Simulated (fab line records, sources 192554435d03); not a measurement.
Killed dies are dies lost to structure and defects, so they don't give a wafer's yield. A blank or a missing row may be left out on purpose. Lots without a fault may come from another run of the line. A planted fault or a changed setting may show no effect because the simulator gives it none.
fab line records | flow n5_finfet | part 2 of 2: steps 22 to 32 of 32
record lots=5 wafers=15 last_day=18
route steps=1938 shown SD_EPI_P@298
lots that met no fault: from a run of the same line without faults
start_h: hours from the record's first day to the start of the lot's first wafer shown | wait_h: hours since the lot's step before | " the same as in the row above | L1.1+2: a row that stands for several wafers | - no value, or no start given | * or withheld: withheld | < > ~ a bound
route shown NAME@n: a module of which the file shows steps, and the number in the route of the first | usual: mean/standard deviation of fault-free wafers | same: alike in all rows | chamber/n: place in a boat | sites: the reading at each site | _std_site: their standard deviation | _edge_site: outer sites' mean less inner sites' | radius_mm: how far each site lies from the wafer's centre | mask NAME#n: copy n | behind: the tool/chamber that last shaped the wafer | hold: why the lot was held/for how many hours/how that ended | device: the transistor (n, p or np) that didn't switch | end of line: the same wafers' tests at the end of the route | a step without rows: its recipe alone | killed: dies lost to structure and defects at the first sort, not the wafer's yield | map: a wafer's dies, x killed, . not, _ none there
set.NAME: the setting as run; set.NAME@STEP: as run at that earlier step | model.NAME: the simulator's own value behind a step, which no gauge read
lots at some steps of the route; a table a step, a row a wafer
services: from which hour (start_h, from the record's first day; less than 0 if before it) a tool's chamber was out of use, for how many hours, and why
## steps
# step N5_SD_EPI_P_PRECLEAN_51
# recipe chemistry=NF3:NH3 afs_cycles=1 temp_c=30 time_s=20 sublimation_temp_c=180 sublimation_time_s=60 pressure_torr=3 rf_power_w=30
# usual susceptor_temp_C=29.98/0.1
# same sublimation_time_s=60
# columns lot.wafer tool chamber start_h wait_h susceptor_temp_C
L081.3 epi_rpcvd-01 0 103.01 0.1 30.01
L081.4 " 0 " " 30.07
L081.5 " 0 " " 29.87
L084.3 epi_rpcvd-01 0 118.00 0.1 29.83
L084.4 " 0 " " 30.01
L084.6 " 0 " " 29.80
L091.1 epi_rpcvd-03 0 157.18 0.0 29.89
L091.2 " 0 " " 30.06
L091.5 " 0 " " 30.07
L092.1 epi_rpcvd-03 0 163.56 0.0 29.94
L092.4 " 0 " " 30.02
L092.6 " 0 " " 30.02
L096.1 epi_rpcvd-01 0 188.01 0.0 29.83
L096.2 " 0 " " 30.00
L096.4 " 0 " " 30.10
# step N5_SD_EPI_P_VAPOR_ETCH_44
# recipe chemistry=NF3/Ar target=SiGe30 temp_c=25 time_s=3.3 mode=isotropic
# usual susceptor_temp_C=24.99/0.12
# columns lot.wafer tool chamber start_h wait_h susceptor_temp_C
L081.3 epi_rpcvd-01 0 103.19 0.1 24.94
L081.4 " 0 " " 25.13
L081.5 " 0 " " 24.99
L084.3 epi_rpcvd-01 0 118.18 0.1 25.00
L084.4 " 0 " " 24.94
L084.6 " 0 " " 25.00
L091.1 epi_rpcvd-03 0 157.36 0.1 25.04
L091.2 " 0 " " 25.06
L091.5 " 0 " " 24.98
L092.1 epi_rpcvd-03 0 163.74 0.1 25.00
L092.4 " 0 " " 25.08
L092.6 " 0 " " 24.93
L096.1 epi_rpcvd-01 0 188.25 0.2 24.94
L096.2 " 0 " " 24.99
L096.4 " 0 " " 24.91
# step N5_SD_EPI_P_EPI_21
# recipe material=SiGe:B dopant=B temp_c=550 pressure_torr=20 ambient=H2 time_s=355
# usual susceptor_temp_C=550.04/0.27
# columns lot.wafer tool chamber start_h wait_h susceptor_temp_C
L081.3 epi_rpcvd-01 0 104.03 0.8 549.80
L081.4 " 0 " " 549.89
L081.5 " 0 " " 550.06
L084.3 epi_rpcvd-01 0 119.02 0.8 549.82
L084.4 " 0 " " 550.13
L084.6 " 0 " " 550.17
L091.1 epi_rpcvd-03 0 157.54 0.1 550.56
L091.2 " 0 " " 550.20
L091.5 " 0 158.98 1.5 550.41
L092.1 epi_rpcvd-03 0 163.92 0.1 549.85
L092.4 " 0 165.00 1.1 550.05
L092.6 " 0 " " 549.66
L096.1 epi_rpcvd-01 0 188.49 0.2 550.25
L096.2 " 0 " " 550.17
L096.4 " 0 " " 549.95
# step N5_SD_EPI_P_EPI_MEAS_23
# recipe mode=xrd
# usual thk_nm=61.0/1.1
# columns lot.wafer tool chamber start_h wait_h thk_nm
L081.3 film_metro-02 - 105.53 1.1 60.2
L081.4 " - " " 61.0
L081.5 " - " " 59.7
L084.3 film_metro-01 - 120.50 1.1 60.7
L084.4 " - " " 60.4
L084.6 " - " " 60.7
L091.1 film_metro-02 - 159.74 1.8 64.1
L091.2 " - " " 62.9
L091.5 " - " " 63.1
L092.1 film_metro-02 - 166.12 1.8 60.8
L092.4 " - " " 59.2
L092.6 " - " " 60.4
L096.1 film_metro-01 - 190.69 1.8 62.9
L096.2 " - " " 59.7
L096.4 " - " " 59.1
# step N5_SD_EPI_P_HM_STRIP_48
# recipe chemistry=H3PO4 temp_c=160 material=SiNx target=SiNx target_depth_a=30 overetch_fraction=0.3
# usual bath_heat_duty_pct=26.7/3
# columns lot.wafer tool chamber start_h wait_h bath_heat_duty_pct
L081.3 wet_bench-06 4 105.56 0.0 24.5
L081.4 " 2 " " 26.7
L081.5 " 1 " " 25.3
L084.3 wet_bench-04 0 120.53 0.0 29.5
L084.4 " 7 " " 28.6
L084.6 " 6 " " 26.4
L091.1 wet_bench-04 0 159.78 0.0 25.8
L091.2 " 3 " " 33.2
L091.5 " 1 " " 28.5
L092.1 wet_bench-04 6 166.16 0.0 23.7
L092.4 " 5 " " 26.3
L092.6 " 4 " " 26.7
L096.1 wet_bench-01 6 190.73 0.0 26.7
L096.2 " 7 " " 29.2
L096.4 " 4 " " 25.3
# step N5_SD_EPI_P_SRD_49
# recipe dry=ipa_marangoni time_s=30 temp_c=23 rinse_liquid=diw
# usual bath_heat_duty_pct=3.7/0.61
# columns lot.wafer tool chamber start_h wait_h bath_heat_duty_pct
L081.3 wet_bench-06 4 105.61 0.0 3.5
L081.4 " 2 " " 4.4
L081.5 " 1 " " 3.2
L084.3 wet_bench-04 0 120.58 0.0 3.3
L084.4 " 7 " " 3.8
L084.6 " 6 " " 3.5
L091.1 wet_bench-04 0 159.83 0.0 3.7
L091.2 " 3 " " 4.3
L091.5 " 1 " " 4.6
L092.1 wet_bench-04 6 166.21 0.0 3.6
L092.4 " 5 " " 3.8
L092.6 " 4 " " 3.7
L096.1 wet_bench-01 6 190.78 0.0 2.8
L096.2 " 7 " " 4.1
L096.4 " 4 " " 3.9
# step N5_SD_EPI_P_PRECLEAN_24
# recipe chemistry=O3/DIW time_s=45 temp_c=22 o3_ppm=10
# usual bath_heat_duty_pct=2.3/0.47
# columns lot.wafer tool chamber start_h wait_h bath_heat_duty_pct
L081.3 wet_bench-06 4 105.63 0.0 1.3
L081.4 " 2 " " 2.8
L081.5 " 1 " " 2.4
L084.3 wet_bench-04 0 120.60 0.0 2.6
L084.4 " 7 " " 2.3
L084.6 " 6 " " 2.4
L091.1 wet_bench-04 0 159.84 0.0 2.1
L091.2 " 3 " " 3.2
L091.5 " 1 " " 2.0
L092.1 wet_bench-04 6 166.22 0.0 2.9
L092.4 " 5 " " 2.6
L092.6 " 4 " " 2.8
L096.1 wet_bench-01 6 190.80 0.0 2.2
L096.2 " 7 " " 2.2
L096.4 " 4 " " 2.1
# step N5_SD_EPI_P_PRECLEAN_32
# recipe chemistry=dHF time_s=10 dilution=500:1 temp_c=25
# usual bath_heat_duty_pct=6.2/0.85
# columns lot.wafer tool chamber start_h wait_h bath_heat_duty_pct
L081.3 wet_bench-06 4 105.64 0.0 5.7
L081.4 " 2 " " 7.3
L081.5 " 1 " " 6.2
L084.3 wet_bench-04 0 120.61 0.0 6.7
L084.4 " 7 " " 7.1
L084.6 " 6 " " 5.7
L091.1 wet_bench-04 0 159.86 0.0 7.1
L091.2 " 3 " " 7.4
L091.5 " 1 " " 5.8
L092.1 wet_bench-04 6 166.24 0.0 6.5
L092.4 " 5 " " 6.0
L092.6 " 4 " " 5.9
L096.1 wet_bench-01 6 190.81 0.0 5.5
L096.2 " 7 " " 6.1
L096.4 " 4 " " 6.1
# step N5_SD_EPI_P_PRECLEAN_33
# recipe chemistry=SC2 time_s=45 temp_c=35 mix=1:1:50
# usual bath_heat_duty_pct=3.3/0.52
# columns lot.wafer tool chamber start_h wait_h bath_heat_duty_pct
L081.3 wet_bench-06 4 105.64 0.0 3.8
L081.4 " 2 " " 3.9
L081.5 " 1 " " 2.9
L084.3 wet_bench-04 0 120.62 0.0 2.7
L084.4 " 7 " " 3.5
L084.6 " 6 " " 3.7
L091.1 wet_bench-04 0 159.86 0.0 3.5
L091.2 " 3 " " 4.2
L091.5 " 1 " " 3.9
L092.1 wet_bench-04 6 166.24 0.0 3.1
L092.4 " 5 " " 2.6
L092.6 " 4 " " 3.1
L096.1 wet_bench-01 6 190.81 0.0 3.3
L096.2 " 7 " " 3.7
L096.4 " 4 " " 3.6
# step N5_SD_EPI_P_SRD_25
# recipe time_s=30 temp_c=23 rinse_liquid=diw dry=ipa_marangoni
# usual bath_heat_duty_pct=3.6/0.59
# columns lot.wafer tool chamber start_h wait_h bath_heat_duty_pct
L081.3 wet_bench-06 4 105.66 0.0 3.2
L081.4 " 2 " " 4.5
L081.5 " 1 " " 3.6
L084.3 wet_bench-04 0 120.63 0.0 4.0
L084.4 " 7 " " 3.3
L084.6 " 6 " " 3.3
L091.1 wet_bench-04 0 159.87 0.0 3.5
L091.2 " 3 " " 5.6
L091.5 " 1 " " 3.1
L092.1 wet_bench-04 6 166.25 0.0 3.4
L092.4 " 5 " " 3.9
L092.6 " 4 " " 3.7
L096.1 wet_bench-01 6 190.82 0.0 3.8
L096.2 " 7 " " 2.9
L096.4 " 4 " " 3.6
# step N5_SD_EPI_P_INSPECT_26
# recipe inspect_instrument=darkfield mode=post_epi
# usual raw_defect_count=165/34
# columns lot.wafer tool chamber start_h wait_h raw_defect_count
L081.3 defect_inspect-01 - 105.70 0.0 139
L081.4 " - " " 123
L081.5 " - " " 109
L084.3 defect_inspect-02 - 120.67 0.0 169
L084.4 " - " " 119
L084.6 " - " " 166
L091.1 defect_inspect-01 - 159.91 0.0 129
L091.2 " - " " 135
L091.5 " - " " 132
L092.1 defect_inspect-01 - 166.29 0.0 164
L092.4 " - " " 140
L092.6 " - " " 106
L096.1 defect_inspect-02 - 190.86 0.0 272
L096.2 " - " " 205
L096.4 " - " " 229
## services
# columns tool chamber start_h hours kind
rie_si-06 - 81.02 2.8 pm
rie_si-05 - 82.59 10.0 pm
arfi_scanner-01 - 82.82 2.9 repair
rie_diel-02 0 83.16 3.2 repair
arfi_scanner-02 - 93.52 1.0 pm
arfi_scanner-02 - 109.26 16.7 repair
rie_diel-05 3 120.53 12.2 repair
arfi_scanner-02 - 126.00 1.3 pm
arfi_scanner-01 - 127.60 1.0 pm
epi_rpcvd-01 - 129.81 1.1 repair
rie_diel-05 0 130.14 5.3 repair
rie_diel-03 0 130.43 - clean
rie_diel-03 0 130.43 - consumable_replace:focus_ring
arfi_scanner-01 - 130.96 1.3 pm
arfi_scanner-02 - 135.04 3.1 pm
rie_diel-02 - 145.77 0.3 repair
arfi_scanner-02 - 147.76 0.8 pm
arfi_scanner-01 - 159.29 1.0 repair
arfi_scanner-03 - 166.44 1.3 pm
arfi_scanner-02 - 168.71 4.9 pm
arfi_scanner-01 - 168.79 3.0 pm
rie_si-05 3 170.39 8.0 repair
arfi_scanner-03 - 170.89 1.1 repair
arfi_scanner-01 - 189.57 0.8 pm
